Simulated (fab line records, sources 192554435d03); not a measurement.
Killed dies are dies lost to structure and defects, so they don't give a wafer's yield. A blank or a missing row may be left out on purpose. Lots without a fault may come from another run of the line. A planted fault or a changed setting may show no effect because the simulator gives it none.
fab line records | flow n5_finfet | part 1 of 2: steps 1 to 22 of 36
record lots=5 wafers=15 last_day=17
route steps=1938 shown BEOL_M7@1263
lots that met no fault: from a run of the same line without faults
start_h: hours from the record's first day to the start of the lot's first wafer shown | wait_h: hours since the lot's step before | " the same as in the row above | L1.1+2: a row that stands for several wafers | - no value, or no start given | * or withheld: withheld | < > ~ a bound
route shown NAME@n: a module of which the file shows steps, and the number in the route of the first | usual: mean/standard deviation of fault-free wafers | same: alike in all rows | chamber/n: place in a boat | sites: the reading at each site | _std_site: their standard deviation | _edge_site: outer sites' mean less inner sites' | radius_mm: how far each site lies from the wafer's centre | mask NAME#n: copy n | behind: the tool/chamber that last shaped the wafer | hold: why the lot was held/for how many hours/how that ended | device: the transistor (n, p or np) that didn't switch | end of line: the same wafers' tests at the end of the route | a step without rows: its recipe alone | killed: dies lost to structure and defects at the first sort, not the wafer's yield | map: a wafer's dies, x killed, . not, _ none there
set.NAME: the setting as run; set.NAME@STEP: as run at that earlier step | model.NAME: the simulator's own value behind a step, which no gauge read
lots at some steps of the route; a table a step, a row a wafer
services: from which hour (start_h, from the record's first day; less than 0 if before it) a tool's chamber was out of use, for how many hours, and why
## steps
# step N5_BEOL_M7_ILD_DEP_00
# recipe material=SiCOH_lowk target_thk_a=1797.5 temp_c=300 precursor=DEMS/porogen pressure_torr=5 rf_w=500 time_s=33.4
# usual heater_power_w=300/62 showerhead_plenum_p_Torr=5.735/0.017 throttle_valve_pct=13.8/1.1
# columns lot.wafer tool chamber start_h wait_h heater_power_w showerhead_plenum_p_Torr throttle_valve_pct
L074.1 pecvd-02 0 199.27 0.0 215 5.751 12.6
L074.2 " 2 " " 395 5.744 12.9
L074.5 " 0 " " 209 5.760 12.7
L087.2 pecvd-02 1 277.36 0.0 333 5.733 13.6
L087.4 " 2 " " 355 5.754 12.9
L087.6 " 1 " " 336 5.732 13.5
L094.1 pecvd-04 1 328.24 0.0 274 5.753 13.9
L094.2 " 0 " " 310 5.727 14.0
L094.5 " 0 " " 309 5.739 14.0
L096.1 pecvd-04 1 329.58 0.0 236 5.731 14.0
L096.2 " 2 " " 338 5.713 13.6
L096.4 " 2 " " 340 5.710 13.8
L095.1 pecvd-04 0 333.17 0.0 299 5.721 13.9
L095.3 " 1 " " 258 5.738 14.1
L095.4 " 0 " " 305 5.733 14.1
# step N5_BEOL_M7_CURE_74
# recipe temp_c=385 time_s=240 ambient=He/Ar material=SiCOH_lowk
# usual lamp_power_pct=52.31/0.045 wafer_temp_C_max=386.8/0.62
# columns lot.wafer tool chamber start_h wait_h lamp_power_pct wafer_temp_C_max
L074.1 uv_cure-03 0 199.33 0.0 52.32 386.1
L074.2 " 0 " " 52.34 386.1
L074.5 " 0 " " 52.23 386.2
L087.2 uv_cure-02 0 277.51 0.1 52.23 387.8
L087.4 " 0 " " 52.36 387.8
L087.6 " 0 " " 52.27 388.7
L094.1 uv_cure-02 2 328.30 0.0 52.34 385.9
L094.2 " 2 " " 52.29 386.5
L094.5 " 2 " " 52.29 386.3
L096.1 uv_cure-03 2 329.65 0.0 52.38 387.4
L096.2 " 2 " " 52.23 387.7
L096.4 " 2 " " 52.30 387.6
L095.1 uv_cure-01 0 333.23 0.0 52.33 386.6
L095.3 " 0 " " 52.35 386.5
L095.4 " 0 " " 52.28 386.5
# step N5_BEOL_M7_THK_MEAS_01
# recipe reads=SiCOH_lowk_of_BEOL_M7_ILD_DEP_00
# usual M7_ILD_THK=156.0/2.4
# columns lot.wafer tool chamber start_h wait_h M7_ILD_THK[nm]
L074.1 film_metro-02 - 199.85 0.4 155.1
L074.2 " - " " 155.5
L074.5 " - " " 157.9
L087.2 film_metro-02 - 277.94 0.4 154.4
L087.4 " - " " 157.2
L087.6 " - " " 159.8
L094.1 film_metro-02 - 328.81 0.4 156.5
L094.2 " - " " 158.2
L094.5 " - " " 161.0
L096.1 film_metro-01 - 330.65 0.8 155.3
L096.2 " - " " 151.2
L096.4 " - " " 152.9
L095.1 film_metro-02 - 334.23 0.8 154.8
L095.3 " - " " 153.4
L095.4 " - " " 159.0
# step N5_BEOL_M7_PECVD_70
# recipe material=SiO2 target_thk_a=200 temp_c=400 precursor=TEOS/O2 pressure_torr=5.5 rf_w=450 teos_flow_sccm=53.8 gas=O2 flow_sccm=3000 time_s=22.7
# usual heater_power_w=707/95 showerhead_plenum_p_Torr=8.75/0.065 throttle_valve_pct=22.9/2.7
# columns lot.wafer tool chamber start_h wait_h heater_power_w showerhead_plenum_p_Torr throttle_valve_pct
L074.1 pecvd-03 1 199.88 0.0 635 8.65 23.0
L074.2 " 0 " " 774 8.74 27.5
L074.5 " 1 " " 627 8.65 23.5
L087.2 pecvd-03 2 277.98 0.0 719 8.71 20.4
L087.4 " 0 " " 737 8.75 27.5
L087.6 " 1 " " 642 8.65 23.2
L094.1 pecvd-03 2 328.85 0.0 680 8.73 20.4
L094.2 " 0 " " 762 8.74 27.5
L094.5 " 2 " " 707 8.72 20.2
L096.1 pecvd-03 0 330.69 0.0 727 8.75 27.4
L096.2 " 2 " " 829 8.73 20.6
L096.4 " 2 " " 833 8.72 20.3
L095.1 pecvd-04 2 334.26 0.0 866 8.65 21.9
L095.3 " 1 " " 640 8.78 22.6
L095.4 " 0 " " 723 8.77 22.3
# step N5_BEOL_M7_HM_DEP_02
# recipe material=TiN target_thk_a=200 temp_c=25 chamber_pressure_pa=0.49996
# usual substrate_temp_c=25.01/0.098 throttle_valve_pct=29.9/0.82
# columns lot.wafer tool chamber start_h wait_h substrate_temp_c throttle_valve_pct
L074.1 pvd_sputter-01 - 200.00 0.1 25.11 30.5
L074.2 " - " " 24.93 30.0
L074.5 " - " " 25.04 30.0
L087.2 pvd_sputter-01 - 280.03 2.0 24.95 30.2
L087.4 " - " " 25.04 28.8
L087.6 " - " " 25.05 30.3
L094.1 pvd_sputter-03 - 331.03 2.2 25.03 28.5
L094.2 " - " " 24.91 31.0
L094.5 " - " " 25.00 30.8
L096.1 pvd_sputter-03 - 331.13 0.4 25.17 30.6
L096.2 " - " " 25.09 28.5
L096.4 " - " " 25.11 28.6
L095.1 pvd_sputter-02 - 336.98 2.7 25.14 29.6
L095.3 " - " " 25.00 29.4
L095.4 " - " " 24.88 30.6
# step N5_BEOL_M7_COAT_59
# recipe resist=SOC temp_c=250 time_s=60 spin_rpm=1500 resist_thk_nm=100
# columns lot.wafer tool chamber start_h wait_h
L074.1+2+5 litho_track-05 0 200.12 0.1
L087.2+4+6 litho_track-04 0 280.16 0.1
L094.1+2+5 litho_track-05 0 331.15 0.1
L096.1+2+4 litho_track-03 0 331.25 0.1
L095.1+3+4 litho_track-05 0 337.10 0.1
# step N5_BEOL_M7_COAT_60
# recipe resist=SiARC temp_c=220 time_s=60 spin_rpm=1500 resist_thk_nm=35
# columns lot.wafer tool chamber start_h wait_h
L074.1+2+5 litho_track-05 0 - -
L087.2+4+6 litho_track-04 0 - -
L094.1+2+5 litho_track-05 0 - -
L096.1+2+4 litho_track-03 0 - -
L095.1+3+4 litho_track-05 0 - -
# step N5_BEOL_M7_COAT_05
# recipe resist=CAR-ArF spin_rpm=1500 resist_thk_nm=90
# columns lot.wafer tool chamber start_h wait_h
L074.1+2+5 litho_track-05 0 - -
L087.2+4+6 litho_track-04 0 - -
L094.1+2+5 litho_track-05 0 - -
L096.1+2+4 litho_track-03 0 - -
L095.1+3+4 litho_track-05 0 - -
# step N5_BEOL_M7_EBR_07
# recipe solvent=PGMEA ebr_width_mm=1.5
# columns lot.wafer tool chamber start_h wait_h
L074.1+2+5 litho_track-05 0 - -
L087.2+4+6 litho_track-04 0 - -
L094.1+2+5 litho_track-05 0 - -
L096.1+2+4 litho_track-03 0 - -
L095.1+3+4 litho_track-05 0 - -
# step N5_BEOL_M7_SOFTBAKE_06
# recipe temp_c=110 time_s=60 resist=CAR-ArF
# columns lot.wafer tool chamber start_h wait_h
L074.1+2+5 litho_track-05 0 - -
L087.2+4+6 litho_track-04 0 - -
L094.1+2+5 litho_track-05 0 - -
L096.1+2+4 litho_track-03 0 - -
L095.1+3+4 litho_track-05 0 - -
# step N5_BEOL_M7_EXPOSE_08
# recipe mask_id=M7 na=1.35 source_shape=dipole sigma_inner=0.817 sigma_outer=0.97 polarization=te dose_mj=68.25
# usual exposure_dose_mJ_cm2=68.20/0.071
# columns lot.wafer tool chamber start_h wait_h mask exposure_dose_mJ_cm2
L074.1 arfi_scanner-02 0 200.24 - M7#0 68.23
L074.2 " 0 " " M7#0 68.22
L074.5 " 0 " " M7#0 68.22
L087.2 arfi_scanner-03 0 280.29 - M7#0 68.14
L087.4 " 0 " " M7#0 68.16
L087.6 " 0 " " M7#0 68.16
L094.1 arfi_scanner-01 0 331.27 - M7#0 68.15
L094.2 " 0 " " M7#0 68.18
L094.5 " 0 " " M7#0 68.19
L096.1 arfi_scanner-01 0 331.37 - M7#0 68.18
L096.2 " 0 " " M7#0 68.23
L096.4 " 0 " " M7#0 68.19
L095.1 arfi_scanner-01 0 337.22 - M7#0 68.13
L095.3 " 0 " " M7#0 68.25
L095.4 " 0 " " M7#0 68.17
# step N5_BEOL_M7_PEB_09
# recipe peb_temp_c=withheld peb_time_s=60 resist=CAR-ArF
# columns lot.wafer tool chamber start_h wait_h
L074.1+2+5 litho_track-03 0 200.30 0.1
L087.2+4+6 litho_track-04 0 280.34 0.0
L094.1+2+5 litho_track-05 0 331.33 0.1
L096.1+2+4 litho_track-04 0 331.43 0.1
L095.1+3+4 litho_track-03 0 337.28 0.1
# step N5_BEOL_M7_DEVELOP_10
# recipe develop_time_s=30 developer=TMAH resist=CAR-ArF rinse_liquid=diw dry=air_spin dev_temp_c=23
# columns lot.wafer tool chamber start_h wait_h
L074.1+2+5 litho_track-03 0 - -
L087.2+4+6 litho_track-04 0 - -
L094.1+2+5 litho_track-05 0 - -
L096.1+2+4 litho_track-04 0 - -
L095.1+3+4 litho_track-03 0 - -
# step N5_BEOL_M7_CD_MEAS_11
# recipe target_cd_nm=38.5 landing_energy_ev=500 detector=se_inlens polarity=opening
# usual cd_nm=38.3/0.71
# columns lot.wafer tool chamber start_h wait_h cd_nm
L074.1 cd_sem-03 0 200.37 - 38.1
L074.2 " 0 " " 37.7
L074.5 " 0 " " 39.4
L087.2 cd_sem-01 0 280.41 - 37.6
L087.4 " 0 " " 37.7
L087.6 " 0 " " 38.2
L094.1 cd_sem-03 0 331.40 - 38.2
L094.2 " 0 " " 37.8
L094.5 " 0 " " 39.1
L096.1 cd_sem-01 0 331.50 - 37.4
L096.2 " 0 " " 38.4
L096.4 " 0 " " 37.4
L095.1 cd_sem-01 0 337.35 - 37.9
L095.3 " 0 " " 37.4
L095.4 " 0 " " 38.9
# step N5_BEOL_M7_OVL_MEAS_12
# recipe points_per_wafer=44
# usual M7_OVL=-0.4/0.87
# columns lot.wafer tool chamber start_h wait_h M7_OVL[nm]
L074.1 overlay-02 0 200.40 0.0 -1.1
L074.2 " 0 " " -0.5
L074.5 " 0 " " -1.1
L087.2 overlay-01 0 280.44 0.0 -0.2
L087.4 " 0 " " -0.5
L087.6 " 0 " " -0.5
L094.1 overlay-01 0 331.43 0.0 0.2
L094.2 " 0 " " -0.4
L094.5 " 0 " " -0.8
L096.1 overlay-02 0 331.53 0.0 0.3
L096.2 " 0 " " 0.6
L096.4 " 0 " " -0.1
L095.1 overlay-01 0 337.38 0.0 -1.4
L095.3 " 0 " " -2.1
L095.4 " 0 " " -1.4
# step N5_BEOL_M7_INSPECT_13
# recipe mode=adi inspect_instrument=brightfield
# usual raw_defect_count=393/79
# columns lot.wafer tool chamber start_h wait_h raw_defect_count
L074.1 defect_inspect-01 - 200.43 0.0 340
L074.2 " - " " 219
L074.5 " - " " 250
L087.2 defect_inspect-02 - 280.46 0.0 439
L087.4 " - " " 455
L087.6 " - " " 747
L094.1 defect_inspect-02 - 331.45 0.0 478
L094.2 " - " " 434
L094.5 " - " " 472
L096.1 defect_inspect-02 - 331.55 0.0 380
L096.2 " - " " 399
L096.4 " - " " 379
L095.1 defect_inspect-02 - 337.40 0.0 389
L095.3 " - " " 355
L095.4 " - " " 455
# step N5_BEOL_M7_DESCUM_16
# recipe chemistry=O2 time_s=7.9 source_power_w=50 bias_power_w=20 pressure_mtorr=20 rf_frequency_hz=2.712e+07 temp_c=40 resist=CAR-ArF o2_flow_sccm=225
# usual drypump_motor_current_A=5.6/0.43 oes_product_au=0.79/0.088 rf_vpp_V=243.2/1.4 showerhead_plenum_p_Torr=2.10/0.072 throttle_valve_pct=20.54/0.2
# columns lot.wafer tool chamber start_h wait_h drypump_motor_current_A oes_product_au rf_hours_counter_h rf_vpp_V showerhead_plenum_p_Torr throttle_valve_pct
L074.1 rie_diel-06 1 201.96 1.5 5.7 0.75 180 243.0 2.08 20.62
L074.2 " 0 " " 5.2 0.82 77 241.6 2.02 20.18
L074.5 " 1 " " 5.7 0.75 - 242.5 2.08 20.60
L087.2 rie_diel-04 1 280.50 0.0 5.2 0.69 236 242.9 2.06 20.41
L087.4 " 2 " " 5.7 0.98 - 246.7 2.25 20.72
L087.6 " 0 " " 5.9 0.70 - 243.2 2.08 20.81
L094.1 rie_diel-04 1 331.50 0.0 5.3 0.68 253 241.2 2.05 20.43
L094.2 " 2 " " 5.7 0.93 23 244.2 2.25 20.73
L094.5 " 3 " " 5.2 0.80 - 244.1 2.05 20.61
L096.1 rie_diel-04 0 331.75 0.2 5.9 0.69 236 242.6 2.08 20.84
L096.2 " 2 " " 5.7 0.93 23 246.1 2.25 20.75
L096.4 " 1 " " 5.3 0.68 253 242.0 2.05 20.43
L095.1 rie_diel-03 1 337.45 0.0 5.4 0.82 69 244.6 2.22 20.58
L095.3 " 0 " " 5.1 0.69 243 241.5 2.05 20.52
L095.4 " 1 " " 5.4 0.82 - 243.8 2.22 20.57
# step N5_BEOL_M7_ETCH_61
# recipe chemistry=CF4 target=SiARC target_depth_a=455 mask_material=CAR-ArF time_s=75.8 ion_energy_ev=80 pressure_mtorr=40 source_w=545 bias_w=36 Ar_flow_sccm=100 cf4_flow_sccm=100 ends=cleared
# usual drypump_motor_current_A=5.6/0.43 etch_rf_on_time_s=76.5/2.7 oes_product_au=0.67/0.078 rf_vpp_V=184.1/1.2 showerhead_plenum_p_Torr=2.15/0.064 throttle_valve_pct=15.70/0.18
# columns lot.wafer tool chamber start_h wait_h drypump_motor_current_A etch_rf_on_time_s oes_product_au rf_hours_counter_h rf_vpp_V showerhead_plenum_p_Torr throttle_valve_pct
L074.1 rie_diel-06 1 201.99 0.0 5.7 75.9 0.63 180 185.6 2.12 15.83
L074.2 " 0 " " 5.2 80.4 0.69 77 182.1 2.08 15.50
L074.5 " 1 " " 5.7 76.3 0.63 - 184.1 2.12 15.83
L087.2 rie_diel-04 1 280.53 0.0 5.2 75.7 0.59 236 183.1 2.11 15.69
L087.4 " 2 " " 5.7 73.1 0.85 - 185.1 2.28 15.60
L087.6 " 0 " " 5.9 75.4 0.60 - 184.7 2.11 15.93
L094.1 rie_diel-04 1 331.53 0.0 5.2 75.2 0.58 253 186.2 2.10 15.72
L094.2 " 2 " " 5.7 71.6 0.81 23 184.7 2.28 15.65
L094.5 " 3 " " 5.2 77.8 0.70 - 182.4 2.08 15.58
L096.1 rie_diel-04 0 331.79 0.0 5.9 74.1 0.60 236 184.6 2.10 15.97
L096.2 " 2 " " 5.7 71.8 0.81 23 187.0 2.28 15.63
L096.4 " 1 " " 5.2 75.6 0.58 253 183.2 2.10 15.72
L095.1 rie_diel-03 1 337.48 0.0 5.3 78.7 0.69 69 186.8 2.25 15.63
L095.3 " 0 " " 5.1 78.8 0.58 243 184.4 2.13 15.92
L095.4 " 1 " " 5.4 78.9 0.70 - 185.5 2.25 15.66
# step N5_BEOL_M7_ETCH_62
# recipe chemistry=N2/H2 target=SOC target_depth_a=1100 overetch_a=220 mask_material=SiARC temp_c=40 time_s=165 ion_energy_ev=200 pressure_mtorr=30 source_w=840 bias_w=150 n2_flow_sccm=200 h2_flow_sccm=200
# usual drypump_motor_current_A=5.6/0.43 oes_product_au=0.67/0.072 rf_vpp_V=524.0/2.4 showerhead_plenum_p_Torr=2.55/0.084 throttle_valve_pct=17.99/0.26
# columns lot.wafer tool chamber start_h wait_h drypump_motor_current_A oes_product_au rf_hours_counter_h rf_vpp_V showerhead_plenum_p_Torr throttle_valve_pct
L074.1 rie_diel-06 1 202.05 0.0 5.7 0.62 180 523.0 2.53 18.04
L074.2 " 0 " " 5.2 0.70 77 522.0 2.45 17.53
L074.5 " 1 " " 5.7 0.62 - 523.4 2.53 18.05
L087.2 rie_diel-04 1 280.59 0.0 5.2 0.59 236 522.6 2.50 17.82
L087.4 " 2 " " 5.7 0.83 - 528.9 2.73 18.13
L087.6 " 0 " " 5.9 0.60 - 524.3 2.53 18.27
L094.1 rie_diel-04 1 331.59 0.0 5.2 0.58 253 522.8 2.49 17.85
L094.2 " 2 " " 5.7 0.77 23 527.3 2.73 18.17
L094.5 " 3 " " 5.2 0.69 - 520.8 2.46 17.87
L096.1 rie_diel-04 0 331.84 0.0 5.9 0.58 236 523.8 2.53 18.31
L096.2 " 2 " " 5.7 0.77 23 527.6 2.73 18.18
L096.4 " 1 " " 5.2 0.58 253 523.7 2.49 17.85
L095.1 rie_diel-03 1 337.54 0.0 5.4 0.69 69 528.4 2.67 17.86
L095.3 " 0 " " 5.1 0.59 243 521.9 2.52 18.12
L095.4 " 1 " " 5.4 0.69 - 526.9 2.67 17.87
# step N5_BEOL_M7_STRIP_68
# recipe chemistry=N2/H2 temp_c=40 n2_flow_sccm=200 h2_flow_sccm=200 rf_frequency_hz=6e+07
# columns lot.wafer tool chamber start_h wait_h
L074.1+2+5 rie_diel-06 1,0,1 202.18 0.1
L087.2+4+6 rie_diel-04 1,2,0 280.72 0.1
L094.1+2+5 rie_diel-04 1,2,3 331.72 0.1
L096.1+2+4 rie_diel-04 0,2,1 331.98 0.1
L095.1+3+4 rie_diel-03 1,0,1 337.68 0.1
# step N5_BEOL_M7_STRIP_67
# recipe chemistry=CF4 resist=SiARC power_w=300 bias_power_w=75 pressure_mtorr=50 cf4_flow_sccm=150 rf_frequency_hz=6e+07
# usual drypump_motor_current_A=5.6/0.43 oes_product_au=0.79/0.085 rf_vpp_V=271.3/1.6 showerhead_plenum_p_Torr=1.80/0.049 throttle_valve_pct=13.67/0.21
# columns lot.wafer tool chamber start_h wait_h drypump_motor_current_A oes_product_au rf_hours_counter_h rf_vpp_V showerhead_plenum_p_Torr throttle_valve_pct
L074.1 rie_diel-06 1 202.19 0.0 5.7 0.74 180 269.1 1.79 13.87
L074.2 " 0 " " 5.2 0.83 77 269.2 1.76 13.51
L074.5 " 1 " " 5.7 0.73 - 270.9 1.79 13.87
L087.2 rie_diel-04 1 280.73 0.0 5.2 0.69 236 269.6 1.76 13.68
L087.4 " 2 " " 5.7 0.98 - 274.7 1.91 13.48
L087.6 " 0 " " 5.9 0.70 - 271.2 1.77 13.95
L094.1 rie_diel-04 1 331.73 0.0 5.2 0.68 253 270.6 1.76 13.72
L094.2 " 2 " " 5.7 0.92 23 274.1 1.90 13.53
L094.5 " 3 " " 5.2 0.82 - 270.3 1.74 13.55
L096.1 rie_diel-04 0 331.99 0.0 5.9 0.68 236 270.2 1.77 13.97
L096.2 " 2 " " 5.7 0.91 23 274.2 1.90 13.52
L096.4 " 1 " " 5.3 0.68 253 270.9 1.76 13.71
L095.1 rie_diel-03 1 337.69 0.0 5.3 0.83 69 273.0 1.87 13.59
L095.3 " 0 " " 5.1 0.70 243 270.6 1.78 13.93
L095.4 " 1 " " 5.3 0.83 - 274.4 1.87 13.59
# step N5_BEOL_M7_HM_OPEN_17
# recipe chemistry=Cl2/BCl3 target_depth_a=200 overetch_a=60 target=TiN mask_material=SOC ion_energy_ev=150 pressure_mtorr=10 icp_w=1000 bias_w=126 Cl2_flow_sccm=53.25 bcl3_flow_sccm=21.75 Ar_flow_sccm=25
# usual drypump_motor_current_A=5.7/0.58 oes_ar_750_au=0.83/0.1 oes_product_au=0.71/0.087 throttle_valve_pct=22.02/0.2
# columns lot.wafer tool chamber start_h wait_h drypump_motor_current_A oes_ar_750_au oes_product_au rf_hours_counter_h throttle_valve_pct
L074.1 rie_metal-01 0 202.24 0.0 6.0 0.70 0.61 67 21.83
L074.2 " 1 " " 4.7 0.94 0.79 9 21.93
L074.5 " 0 " " 6.1 0.70 0.61 - 21.85
L087.2 rie_metal-03 1 280.77 0.0 5.4 0.89 0.77 10 21.91
L087.4 " 0 " " 5.8 0.89 0.78 - 22.46
L087.6 " 1 " " 5.4 0.88 0.77 - 21.92
L094.1 rie_metal-02 0 331.77 0.0 6.0 0.87 0.73 12 22.15
L094.2 " 1 " " 6.6 0.66 0.56 91 21.94
L094.5 " 0 " " 6.0 0.87 0.73 - 22.15
L096.1 rie_metal-01 0 332.04 0.0 6.0 0.68 0.59 79 21.89
L096.2 " 1 " " 4.7 0.88 0.73 21 21.96
L096.4 " 0 " " 6.0 0.68 0.59 - 21.89
L095.1 rie_metal-03 1 337.73 0.0 5.4 0.86 0.75 15 21.92
L095.3 " 1 " " 5.4 0.86 0.75 - 21.92
L095.4 " 0 " " 5.8 0.87 0.76 - 22.45
